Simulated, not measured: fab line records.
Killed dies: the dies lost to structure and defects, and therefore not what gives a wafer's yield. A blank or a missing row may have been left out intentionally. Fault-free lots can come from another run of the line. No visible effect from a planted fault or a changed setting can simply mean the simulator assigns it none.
Matching of chambers	flow nandHarc	rieDiel-12 running NHARC_P_ZERO_WELL_ETCH_65: 4 sister chambers
The step etches the open film in N2/H2, target depth 80 nm, overetch 24 nm, time 87.88 s. 18 wafers are shown with their chamber, then 9 later ones without.

## WAFERS WITH THEIR CHAMBER
wafer	chamber	drypumpMotorCurrentA (A)	rfVppV (V)	oesProductAu (a.u.)
L074.1	1	5.8	432.2	1.008
L074.2	2	6.4	434.4	1.015
L074.3	0	6.2	431.8	0.986
L075.2	3	6.6	432.3	1.001
L075.3	1	5.8	432.6	0.999
L075.5	3	6.6	433.1	0.994
L079.2	2	6.4	436.3	0.992
L079.5	3	6.7	431.8	0.975
L079.6	0	6.2	429.8	0.994
L081.3	3	6.6	433.4	0.989
L081.5	2	6.4	434.8	0.995
L081.6	1	5.8	433.0	0.997
L086.1	0	6.1	429.8	0.988
L086.2	1	5.8	431.4	0.996
L086.3	2	6.4	434.3	0.993
L087.3	0	6.2	427.6	0.991
L087.5	0	6.1	430.2	0.999
L087.6	3	6.7	432.4	0.997

SIGNATURES (averages over the wafers above)
reading	chamber 0	chamber 1	chamber 2	chamber 3	scatter within a chamber
drypumpMotorCurrentA	6.160	5.800	6.400	6.640	0.0414
rfVppV	429.840	432.300	434.950	432.600	1.02
oesProductAu	0.99160	1.00000	0.99875	0.99120	0.00827
Rule: a wafer's distance from a chamber is the root of the sum, over the readings, of the square of ((its reading less the chamber's mean) divided by the reading's scatter). If the next closest chamber is less than 2 further off than the closest, the wafer can't be placed; otherwise it belongs to the closest. How the scatter is found: for the shown wafers, subtract from each reading the mean of its chamber, square and add these, divide the total by (wafers less chambers), then take the root.

## WAFERS WITH NO CHAMBER GIVEN
wafer	drypumpMotorCurrentA (A)	rfVppV (V)	oesProductAu (a.u.)
L089.2	6.1	430.3	0.992
L089.3	5.7	430.8	0.992
L089.5	6.6	433.0	0.987
L091.1	6.6	431.0	0.977
L091.3	6.4	434.5	0.988
L091.4	5.8	431.0	0.988
L094.2	6.2	429.2	0.985
L094.3	6.4	434.8	0.992
L094.4	5.8	431.7	0.995

## THE CHAMBER EACH PASSED THROUGH
wafer	from the rows above	in truth
L089.2	0	0
L089.3	1	1
L089.5	3	3
L091.1	3	3
L091.3	2	2
L091.4	1	1
L094.2	0	0
L094.3	2	2
L094.4	1	1
Placed correctly: 9 of 9. Can't be placed from these rows: 0. 0 placed wrongly.
